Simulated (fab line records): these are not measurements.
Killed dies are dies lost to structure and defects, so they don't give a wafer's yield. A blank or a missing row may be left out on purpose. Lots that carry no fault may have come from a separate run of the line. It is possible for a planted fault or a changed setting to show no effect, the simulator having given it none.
A lot that was struck, set against a sound lot + flow n5Finfet + 39 out of 1938 route steps
Sound: these wafers, L925.2, L925.5, L925.6. The struck wafers were L937.2, L937.4, L937.6. The cause comes at the end.
For every step that has rows: the tool of each side, followed by ch and its chambers, followed by its first start. Under that, the readings that differ: sound wafers + struck wafers + difference of the means + sigmas: that difference in standard deviations of wafers without a fault.
alike: same words and numbers on both sides, and readings whose means sit less than 2 such deviations apart. not compared: any withheld reading, any reading some wafer has no value for, any bound like >300 that may hide the same value, and any number with overlapping values for which the record gives no deviation.
The two part at a step that has a row with sigmas, a row that says differs or no value, or rows on one side only. Numbers that have no deviation but don't overlap get no sigmas and don't part them. A reading missing from all wafers of one side parts the sides only when that side holds two or more wafers.

first, 11 steps without rows for these wafers: N5_BEOL_M0_CUTY_ETCH_62 (etches SiARC in CF4, time 58.5 s); N5_BEOL_M0_CUTY_ETCH_63 (etches SOC in N2/H2, target depth 82.7 nm, overetch 16.5 nm, time 124 s); N5_BEOL_M0_CUTY_STRIP_64 (strips in N2/H2); N5_BEOL_M0_ETCH_138 (etches SiCN in CH3F/O2, target depth 12 nm, time 31.6 s); N5_BEOL_M0_HM_OPEN_105 (chemistry Cl2/BCl3, target TiN, target depth 12 nm); N5_BEOL_M0_STRIP_140 (strips in CF4); N5_BEOL_M0_STRIP_104 (strips in N2/H2); N5_BEOL_M0_WET_ETCH_106 (etches SiO2 in DHF, target depth 130 nm, rinse time 30 s); N5_BEOL_M0_ETCH_128 (etches SiCN in CF4/N2, target depth 12 nm, overetch 5.1 nm, time 21.4 s); N5_BEOL_M0_TRENCH_ETCH_107 (etches SiOC in C4F6/O2, target depth 32.8 nm, time 16.4 s); N5_BEOL_M0_STRIP_142 (strips in N2/H2, time 10 s).
N5_BEOL_M0_HM_STRIP_129: strips TiN in peroxide tin strip, target depth 17 nm, time 108 s.
  sound on wetBench-03 ch 1,3,4, day 6 19:14; struck on wetBench-05 ch 4,5,6, day 10 01:22
  no value came back on the struck wafers for bathGuardTempC (C), bathHeatDutyPct (%); on the sound wafers bathGuardTempC (C) reads 49.4 49.1 50.2
| reading                                        | sound | struck      | difference | sigmas |
|------------------------------------------------|-------|-------------|------------|--------|
| model.TiN_of_BEOL_M0_SAQP_HM_DEP_02.thkNm (nm) | 0 0 0 | 9.4 9.6 9.4 | +9.5       |        |
then, 18 steps without rows for these wafers: N5_BEOL_M0_SRD_130 (time 30 s); N5_BEOL_M0_ETCH_109 (etches SiCN in CH3F/O2, target depth 8 nm, overetch 2.4 nm, time 27.4 s); N5_BEOL_M0_STRIP_139 (strips in post etch residue remover, time 60 s); N5_BEOL_M0_SRD_111 (time 30 s); N5_BEOL_M0_DEGAS_112 (time 60 s); N5_BEOL_M0_PRE_CLEAN_113 (time 30 s); N5_BEOL_M0_ALD_136 (deposits TaN, pulse time 2 s, purge time 3 s, co reactant purge time 2 s); N5_BEOL_M0_SURFACE_TREAT_137; N5_BEOL_M0_CVD_115 (deposits Co from CCTBA/H2, time 120 s); N5_BEOL_M0_SPUTTER_116 (material Cu, target thk 4 nm, time 7.37 s); N5_BEOL_M0_ANNEAL_117 (time 60 s); N5_BEOL_M0_SPUTTER_132 (material Cu, target thk 4 nm, time 7.37 s); N5_BEOL_M0_ANNEAL_133 (time 60 s); N5_BEOL_M0_SPUTTER_134 (material Cu, target thk 4 nm, time 7.37 s); N5_BEOL_M0_ANNEAL_135 (time 60 s); N5_BEOL_M0_SPUTTER_141 (material Cu, target thk 4 nm, time 7.37 s); N5_BEOL_M0_ECD_118 (material Cu, target thk 300 nm); N5_BEOL_M0_ANNEAL_119 (time 90 s).
N5_BEOL_M0_CMP_120: polishes, stops on SiOC, t overpolish 6.9 s.
  sound on cmp-03 ch 0,1,2, day 6 23:33; struck on cmp-01 ch 0,3, day 10 03:59
| reading                   | sound          | struck            | difference | sigmas |
|---------------------------|----------------|-------------------|------------|--------|
| barrierFieldEndpointS (s) | 3.60 3.64 3.66 | 14.56 15.22 15.02 | +11.30     | +94    |
  alike: clearingPlatenRpm, motorCurrentA, platenRpm
then, 6 steps without rows for these wafers: N5_BEOL_M0_PRE_CLEAN_131 (time 15 s); N5_BEOL_M0_CO_CAP_123 (material Co, precursor CCTBA/H2, target thk 2 nm, time 102.1 s); N5_BEOL_M0_PRE_CLEAN_124 (time 15 s); N5_BEOL_M0_DEP_125 (deposits SiCN from 3MS/NH3, target thk 8 nm, time 14 s); N5_BEOL_M1_ILD_DEP_00 (deposits SiOC from DEMS/O2, target thk 79 nm, time 15.3 s); N5_BEOL_M1_PECVD_72 (deposits SiO2 from TEOS/O2, target thk 16 nm, time 18 s).
-- a jump in the record: the struck wafers' starts before and after are 3 days apart (it breaks off in module BEOL_M1 and resumes in module BEOL_M4, where the first step shown is number 1111 of the route) --
N5_BEOL_M4_RC_MEAS_101:
  sound on prober-01 ch 0, day 10 03:22; struck on prober-01 ch 0, day 13 14:06
| reading   | sound       | struck      | difference | sigmas |
|-----------|-------------|-------------|------------|--------|
| VT_N (mV) | 258 255 252 | 249 247 248 | -7         | -2     |
  alike: DIBL_N, DIBL_P, IOFF_N, IOFF_P, ION_N, ION_P, SS_N, SS_P, VT_P
-- here the record skips 5 days between the struck wafers' starts before and after, leaving off in module BEOL_M4 and picking up in module PASSIVATION (first step shown: number 1936 of the route) --
N5_PASSIVATION_PROBE_49:
  struck on prober-02, day 18 06:31; sound on prober-01, day 14 19:34
| reading                 | sound          | struck         | difference | sigmas |
|-------------------------|----------------|----------------|------------|--------|
| defectLimitedYield (%)  | 90.3 90.2 91.7 | 83.1 82.0 82.2 | -8.3       | -6     |
| killed_at_M0_to_M3      | 46 34 32       | 128 149 120    | +95        | +10    |
| killedDies              | 115 116 98     | 200 212 210    | +98        | +6     |
| killedOnRim             | 29 15 11       | 26 29 28       | +9         | +2     |
| sort_bin_5_function (%) | 4.7 6.0 4.7    | 9.8 11.0 10.7  | +5.4       | +6     |
| sort_bin_6_memory (%)   | 4.2 3.6 3.0    | 7.0 6.9 6.8    | +3.3       | +5     |
| sortNPass               | 1065 1064 1082 | 980 968 970    | -98        | -6     |
| sortYieldPct (%)        | 90.3 90.2 91.7 | 83.1 82.0 82.2 | -8.3       | -6     |
  alike: killed_at_M4_up, killedAtContacts, killedAtFrontEnd, killedAtOther, killedOpen, killedShort

## WHERE THEY PART
First at N5_BEOL_M0_HM_STRIP_129; last, within this record, at N5_PASSIVATION_PROBE_49.

WHY: what the simulator had put in
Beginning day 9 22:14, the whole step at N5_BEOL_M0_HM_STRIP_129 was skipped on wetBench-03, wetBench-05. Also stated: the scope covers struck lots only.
